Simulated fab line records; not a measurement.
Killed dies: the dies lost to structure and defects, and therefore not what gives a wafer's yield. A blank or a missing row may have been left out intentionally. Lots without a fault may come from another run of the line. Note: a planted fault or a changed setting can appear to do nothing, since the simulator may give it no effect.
fab line records | flow n5Finfet | part 2 of 2: steps 40 to 40 of 40
[record] lots = 5 | wafers = 15 | lastDay = 17
route steps=1938 shown MOL_CONTACT_COAG@576 BEOL_M4@1111 PASSIVATION@1936
lots with no fault: from the same line, run without faults
startH: hours from the record's first day to the start of the lot's first wafer shown | waitH: how many hours have passed since the lot's step before this one | " identical to the entry in the row above | L1.1+2: a row that stands for several wafers | - value missing, or start not given | * or withheld: withheld | < > ~ a bound
route shown NAME@n: NAME is a module with steps in the file, n the number in the route of the first one | usual: mean/standard deviation taken from wafers without a fault | same: alike in all rows | chamber/n: place in a boat | sites: readings site by site | _std_site: the values' standard deviation | _edge_site: mean of outer sites minus mean of inner sites | radiusMm: how far each site lies from the wafer's centre | mask NAME#n: copy n | behind: the most recent tool/chamber to have shaped the wafer | hold: reason for holding the lot/hours on hold/outcome of the hold | device: the n, p or np transistor that did not switch | end of line: tests run on the same wafers once the route is complete | where a step has no rows: the recipe by itself | killed: at the first sort, the dies lost to defects and structure; wafer yield is something else | map: the dies of a wafer, with x for killed, . for not killed, _ for no die there
set.NAME: the setting that was run; set.NAME@STEP: the one run at that earlier step | model.NAME: the simulator's own value behind a step, which no gauge read
lots at some steps of the route; a table a step, a row a wafer
services: the hour from which a tool's chamber was out of use, counted from the record's first day as startH (under 0 if before that day), plus the number of hours and why
[[steps]]
[step N5_PASSIVATION_PROBE_49]
[usual] defectLimitedYield = 91.2/1.4 | killed_at_M0_to_M3 = 34/9.4 | killed_at_M4_up = 13/5.8 | killedAtContacts = 13/6.4 | killedAtFrontEnd = 41/11 | killedAtOther = 3.1/2.3 | killedDies = 103/16 | killedOnRim = 13/3.4 | killedOpen = 69/12 | killedShort = 33/7.8 | sort_bin_5_function = 5.1/0.91 | sort_bin_6_memory = 3.3/0.63 | sortNPass = 1077/16 | sortYieldPct = 91.2/1.4
[same] grossDies = 1180 | killedAtBackSide = 0 | sort_bin_4_leakage[%] = 0 | sort_bin_8_speed[%] = 0
lot.wafer | tool      | chamber | startH | waitH | defectLimitedYield[%] | killed_at_M0_to_M3 | killed_at_M4_up | killedAtContacts | killedAtFrontEnd | killedAtOther | killedDies | killedOnRim | killedOpen | killedShort | sort_bin_5_function[%] | sort_bin_6_memory[%] | sortNPass | sortYieldPct[%]
L109.4    | prober-01 | -       | 314.08 | 0.2   | 92.0                  | 34                 | 13              | 8                | 38               | 1             | 94         | 9           | 65         | 29          | 4.5                    | 3.2                  | 1086      | 92.0
L109.5    | prober-01 | -       | 314.13 | 0.2   | 91.6                  | 34                 | 10              | 8                | 46               | 1             | 99         | 11          | 67         | 31          | 5.2                    | 2.9                  | 1081      | 91.6
L109.6    | prober-01 | -       | 314.18 | 0.3   | 92.7                  | 29                 | 13              | 1                | 40               | 3             | 86         | 11          | 57         | 29          | 3.6                    | 3.3                  | 1094      | 92.7
L123.4    | prober-01 | -       | 380.18 | 0.2   | 0                     | 40                 | 16              | 1082             | 42               | 0             | 1180       | 152         | 72         | 35          | 96.1                   | 3.6                  | 0         | 0
L123.5    | prober-01 | -       | 380.23 | 0.2   | 0                     | 54                 | 16              | 1049             | 58               | 3             | 1180       | 152         | 95         | 56          | 94.5                   | 5.3                  | 0         | 0
L123.6    | prober-01 | -       | 380.28 | 0.3   | 0                     | 65                 | 9               | 1063             | 40               | 3             | 1180       | 152         | 87         | 42          | 95.5                   | 3.9                  | 0         | 0
L122.4    | prober-02 | -       | 386.83 | 0.2   | 0                     | 38                 | 12              | 1073             | 55               | 2             | 1180       | 152         | 72         | 43          | 96.1                   | 3.6                  | 0         | 0
L122.5    | prober-02 | -       | 386.88 | 0.2   | 0                     | 21                 | 4               | 1088             | 67               | 0             | 1180       | 152         | 74         | 32          | 96.3                   | 3.4                  | 0         | 0
L122.6    | prober-02 | -       | 386.93 | 0.3   | 0                     | 45                 | 9               | 1067             | 57               | 2             | 1180       | 152         | 95         | 33          | 95.6                   | 4.1                  | 0         | 0
L124.2    | prober-01 | -       | 400.86 | 0.1   | 0                     | 36                 | 17              | 1082             | 42               | 3             | 1180       | 152         | 82         | 30          | 95.6                   | 4.0                  | 0         | 0
L124.5    | prober-01 | -       | 401.01 | 0.2   | 0                     | 29                 | 16              | 1099             | 30               | 6             | 1180       | 152         | 70         | 30          | 97.4                   | 2.5                  | 0         | 0
L124.6    | prober-01 | -       | 401.06 | 0.3   | 0                     | 38                 | 5               | 1100             | 35               | 2             | 1180       | 152         | 65         | 28          | 96.6                   | 3.3                  | 0         | 0
// killed by level:class
L109.4 STI_FIN_REVEAL:geometricParticle:open=18 BEOL_M0_SAQP:geometricParticle:short=11 BEOL_M4:geometricParticle:open=9 MOL_CONTACT_COAG:geometricParticle:open=7 BEOL_M0_SAQP:geometricParticle:open=7 DUMMY_GATE:geometricParticle:open=5 BEOL_M1:geometricParticle:open=5 BEOL_M3:geometricParticle:open=5
L109.5 STI_FIN_REVEAL:geometricParticle:open=25 BEOL_M0_SAQP:geometricParticle:open=12 BEOL_M0_SAQP:geometricParticle:short=10 MOL_CONTACT_COAG:geometricParticle:open=7 STI_FIN_REVEAL:geometricParticle:short=6 ILD0:geometricParticle:short=4 BEOL_M3:geometricParticle:open=4 BEOL_M1:geometricParticle:open=3
L109.6 STI_FIN_REVEAL:geometricParticle:open=12 BEOL_M3:geometricParticle:open=11 BEOL_M1:geometricParticle:open=7 STI_FIN_REVEAL:geometricParticle:short=6 DUMMY_GATE:geometricParticle:open=5 BEOL_M0_SAQP:geometricParticle:short=4 BEOL_M4:geometricParticle:open=4 FIN_SAQP:geometricParticle:short=3
L123.4 MOL_CONTACT_COAG:areaEtch=1072 BEOL_M2:geometricParticle:open=9 BEOL_M4:geometricParticle:open=8 FIN_SAQP:geometricParticle:short=7 STI_FIN_REVEAL:geometricParticle:open=7 BEOL_M3:geometricParticle:open=7 MOL_CONTACT_COAG:geometricParticle:open=6 DUMMY_GATE:geometricParticle:open=6
L123.5 MOL_CONTACT_COAG:areaEtch=1028 MOL_CONTACT_COAG:geometricParticle:open=17 FIN_SAQP:geometricParticle:short=16 FIN_SAQP:geometricParticle:open=12 BEOL_M0_SAQP:geometricParticle:short=12 BEOL_M3:geometricParticle:open=12 BEOL_M1:geometricParticle:open=10 BEOL_M0_SAQP:geometricParticle:open=9
L123.6 MOL_CONTACT_COAG:areaEtch=1049 BEOL_M0_SAQP:geometricParticle:short=19 BEOL_M0_SAQP:geometricParticle:open=17 MOL_CONTACT_COAG:geometricParticle:open=14 STI_FIN_REVEAL:geometricParticle:open=10 BEOL_M3:geometricParticle:open=10 BEOL_M1:geometricParticle:open=6 BEOL_M0:geometricParticle:open=6
L122.4 MOL_CONTACT_COAG:areaEtch=1059 STI_FIN_REVEAL:geometricParticle:open=17 FIN_SAQP:geometricParticle:short=12 BEOL_M3:geometricParticle:open=12 MOL_CONTACT_COAG:geometricParticle:open=9 BEOL_M2:geometricParticle:open=6 MOL_CONTACT_COAG:geometricParticle:short=5 GATE_CUT:geometricParticle:open=4
L122.5 MOL_CONTACT_COAG:areaEtch=1073 STI_FIN_REVEAL:geometricParticle:open=21 FIN_SAQP:geometricParticle:open=17 MOL_CONTACT_COAG:geometricParticle:open=10 FIN_SAQP:geometricParticle:short=8 BEOL_M1:geometricParticle:open=6 GATE_CUT:geometricParticle:short=5 MOL_CONTACT_COAG:geometricParticle:short=5
L122.6 MOL_CONTACT_COAG:areaEtch=1052 FIN_SAQP:geometricParticle:open=21 STI_FIN_REVEAL:geometricParticle:open=19 BEOL_M3:geometricParticle:open=17 BEOL_M1:geometricParticle:open=10 MOL_CONTACT_COAG:geometricParticle:open=10 FIN_SAQP:geometricParticle:short=9 BEOL_M0:geometricParticle:open=6
L124.2 MOL_CONTACT_COAG:areaEtch=1068 STI_FIN_REVEAL:geometricParticle:open=16 MOL_CONTACT_COAG:geometricParticle:open=13 BEOL_M2:geometricParticle:open=10 BEOL_M4:geometricParticle:open=10 FIN_SAQP:geometricParticle:open=6 BEOL_M0_SAQP:geometricParticle:short=6 BEOL_M1:geometricParticle:open=6
L124.5 MOL_CONTACT_COAG:areaEtch=1080 MOL_CONTACT_COAG:geometricParticle:open=18 BEOL_M4:geometricParticle:open=10 FIN_SAQP:geometricParticle:open=8 BEOL_M3:geometricParticle:open=8 STI_FIN_REVEAL:geometricParticle:open=7 BEOL_M0_SAQP:geometricParticle:short=7 FIN_SAQP:geometricParticle:short=4
L124.6 MOL_CONTACT_COAG:areaEtch=1087 BEOL_M0_SAQP:geometricParticle:open=12 FIN_SAQP:geometricParticle:open=11 MOL_CONTACT_COAG:geometricParticle:open=11 BEOL_M0_SAQP:geometricParticle:short=11 STI_FIN_REVEAL:geometricParticle:open=8 BEOL_M2:geometricParticle:open=5 BEOL_M3:geometricParticle:open=4
// map L122.4 (x killed, . not)
_________________xxxxxxxxxxxx________________
______________xxxxxxxxxxxxxxxxxx_____________
___________xxxxxxxxxxxxxxxxxxxxxxxx__________
__________xxxxxxxxxxxxxxxxxxxxxxxxxx_________
________xxxxxxxxxxxxxxxxxxxxxxxxxxxxxx_______
_______xxxxxxxxxxxxxxxxxxxxxxxxxxxxxxxx______
______xxxxxxxxxxxxxxxxxxxxxxxxxxxxxxxxxx_____
_____xxxxxxxxxxxxxxxxxxxxxxxxxxxxxxxxxxxx____
____xxxxxxxxxxxxxxxxxxxxxxxxxxxxxxxxxxxxxx___
___xxxxxxxxxxxxxxxxxxxxxxxxxxxxxxxxxxxxxxxx__
___xxxxxxxxxxxxxxxxxxxxxxxxxxxxxxxxxxxxxxxx__
__xxxxxxxxxxxxxxxxxxxxxxxxxxxxxxxxxxxxxxxxxx_
__xxxxxxxxxxxxxxxxxxxxxxxxxxxxxxxxxxxxxxxxxx_
_xxxxxxxxxxxxxxxxxxxxxxxxxxxxxxxxxxxxxxxxxxxx
_xxxxxxxxxxxxxxxxxxxxxxxxxxxxxxxxxxxxxxxxxxxx
_xxxxxxxxxxxxxxxxxxxxxxxxxxxxxxxxxxxxxxxxxxxx
_xxxxxxxxxxxxxxxxxxxxxxxxxxxxxxxxxxxxxxxxxxxx
_xxxxxxxxxxxxxxxxxxxxxxxxxxxxxxxxxxxxxxxxxxxx
_xxxxxxxxxxxxxxxxxxxxxxxxxxxxxxxxxxxxxxxxxxxx
_xxxxxxxxxxxxxxxxxxxxxxxxxxxxxxxxxxxxxxxxxxxx
_xxxxxxxxxxxxxxxxxxxxxxxxxxxxxxxxxxxxxxxxxxxx
__xxxxxxxxxxxxxxxxxxxxxxxxxxxxxxxxxxxxxxxxxx_
__xxxxxxxxxxxxxxxxxxxxxxxxxxxxxxxxxxxxxxxxxx_
___xxxxxxxxxxxxxxxxxxxxxxxxxxxxxxxxxxxxxxxx__
___xxxxxxxxxxxxxxxxxxxxxxxxxxxxxxxxxxxxxxxx__
____xxxxxxxxxxxxxxxxxxxxxxxxxxxxxxxxxxxxxx___
_____xxxxxxxxxxxxxxxxxxxxxxxxxxxxxxxxxxxx____
______xxxxxxxxxxxxxxxxxxxxxxxxxxxxxxxxxx_____
_______xxxxxxxxxxxxxxxxxxxxxxxxxxxxxxxx______
________xxxxxxxxxxxxxxxxxxxxxxxxxxxxxx_______
__________xxxxxxxxxxxxxxxxxxxxxxxxxx_________
___________xxxxxxxxxxxxxxxxxxxxxxxx__________
______________xxxxxxxxxxxxxxxxxx_____________
_________________xxxxxxxxxxxx________________
// map L123.4 (x killed, . not)
_________________xxxxxxxxxxxx________________
______________xxxxxxxxxxxxxxxxxx_____________
___________xxxxxxxxxxxxxxxxxxxxxxxx__________
__________xxxxxxxxxxxxxxxxxxxxxxxxxx_________
________xxxxxxxxxxxxxxxxxxxxxxxxxxxxxx_______
_______xxxxxxxxxxxxxxxxxxxxxxxxxxxxxxxx______
______xxxxxxxxxxxxxxxxxxxxxxxxxxxxxxxxxx_____
_____xxxxxxxxxxxxxxxxxxxxxxxxxxxxxxxxxxxx____
____xxxxxxxxxxxxxxxxxxxxxxxxxxxxxxxxxxxxxx___
___xxxxxxxxxxxxxxxxxxxxxxxxxxxxxxxxxxxxxxxx__
___xxxxxxxxxxxxxxxxxxxxxxxxxxxxxxxxxxxxxxxx__
__xxxxxxxxxxxxxxxxxxxxxxxxxxxxxxxxxxxxxxxxxx_
__xxxxxxxxxxxxxxxxxxxxxxxxxxxxxxxxxxxxxxxxxx_
_xxxxxxxxxxxxxxxxxxxxxxxxxxxxxxxxxxxxxxxxxxxx
_xxxxxxxxxxxxxxxxxxxxxxxxxxxxxxxxxxxxxxxxxxxx
_xxxxxxxxxxxxxxxxxxxxxxxxxxxxxxxxxxxxxxxxxxxx
_xxxxxxxxxxxxxxxxxxxxxxxxxxxxxxxxxxxxxxxxxxxx
_xxxxxxxxxxxxxxxxxxxxxxxxxxxxxxxxxxxxxxxxxxxx
_xxxxxxxxxxxxxxxxxxxxxxxxxxxxxxxxxxxxxxxxxxxx
_xxxxxxxxxxxxxxxxxxxxxxxxxxxxxxxxxxxxxxxxxxxx
_xxxxxxxxxxxxxxxxxxxxxxxxxxxxxxxxxxxxxxxxxxxx
__xxxxxxxxxxxxxxxxxxxxxxxxxxxxxxxxxxxxxxxxxx_
__xxxxxxxxxxxxxxxxxxxxxxxxxxxxxxxxxxxxxxxxxx_
___xxxxxxxxxxxxxxxxxxxxxxxxxxxxxxxxxxxxxxxx__
___xxxxxxxxxxxxxxxxxxxxxxxxxxxxxxxxxxxxxxxx__
____xxxxxxxxxxxxxxxxxxxxxxxxxxxxxxxxxxxxxx___
_____xxxxxxxxxxxxxxxxxxxxxxxxxxxxxxxxxxxx____
______xxxxxxxxxxxxxxxxxxxxxxxxxxxxxxxxxx_____
_______xxxxxxxxxxxxxxxxxxxxxxxxxxxxxxxx______
________xxxxxxxxxxxxxxxxxxxxxxxxxxxxxx_______
__________xxxxxxxxxxxxxxxxxxxxxxxxxx_________
___________xxxxxxxxxxxxxxxxxxxxxxxx__________
______________xxxxxxxxxxxxxxxxxx_____________
_________________xxxxxxxxxxxx________________
[[services]]
tool       | chamber | startH | hours | kind
rieDiel-06 | -       | 152.14 | 4.3   | pm
rieDiel-02 | -       | 161.27 | 0.4   | repair
rieDiel-02 | 0       | 168.03 | -     | clean
rieDiel-02 | 0       | 168.03 | -     | consumableReplace:focusRing
rieDiel-02 | 0       | 168.03 | -     | consumableReplace:showerhead
rieDiel-02 | 0       | 168.03 | 16.3  | scheduledDown
rieDiel-02 | 0       | 168.03 | 16.3  | ventCycle
rieDiel-01 | 2       | 185.30 | 17.7  | repair
rieDiel-02 | 1       | 195.81 | 5.5   | repair
rieDiel-02 | 3       | 198.03 | 6.0   | repair
rieDiel-01 | 2       | 231.57 | -     | clean
rieDiel-01 | 2       | 231.57 | -     | consumableReplace:focusRing
rieDiel-01 | 2       | 231.57 | 32.8  | scheduledDown
rieDiel-01 | 2       | 231.57 | 32.8  | ventCycle
[[key]]
[firstSign] step = N5_MOL_CONTACT_COAG_VIA_ETCH_46 | reading = toolRecord | direction = missing
[effect] step = N5_MOL_CONTACT_COAG_ETCH_47 | reading = etchRfOnTimeS | direction = up | sigmas = 51 | usual = * | struck = *
[effect] step = N5_MOL_CONTACT_COAG_CD_MEAS_137 | reading = cdNm | direction = missing
[effect] step = N5_MOL_CONTACT_COAG_ETCH_124 | reading = oesProductAu | direction = down | sigmas = 6.2 | usual = 0.67 | struck = 0.30
[effect] step = N5_PASSIVATION_PROBE_49 | reading = killedAtContacts | direction = up | sigmas = 99+ | usual = 13 | struck = 1078
[modelEffect] step = N5_MOL_CONTACT_COAG_VIA_ETCH_46 | value = SOC_of_MOL_CONTACT_COAG_COAT_75.thkNm | without = 50.93 | struck = 57.53
[modelEffect] step = N5_MOL_CONTACT_COAG_ETCH_47 | value = etch.overEtchS | without = 5.212 | struck = 0
[moreKillsBornAt] N5_MOL_CONTACT_COAG_VIA_ETCH_46@rieDiel-01 = 6419 | N5_MOL_CONTACT_COAG_VIA_ETCH_46@rieDiel-06 = 3149
metAt N5_MOL_CONTACT_COAG_VIA_ETCH_46
struckWafers L122.4,L122.5,L122.6,L123.4,L123.5,L123.6,L124.2,L124.5,L124.6
laterRowsLeftOut L122.4,L122.5,L122.6,L123.4,L123.5,L123.6,L124.2,L124.5,L124.6
onsetBetween 142.86 219.70
[fault] kind = skippedStepWhole | tool = rieDiel-01,rieDiel-06 | chamber = - | onsetH = 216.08 | steps = N5_MOL_CONTACT_COAG_VIA_ETCH_46 | scope = struckLotsOnly
// laterRowsLeftOut: the simulator's readings of these wafers behind a module that went badly wrong aren't trusted and aren't shown, but for the sort
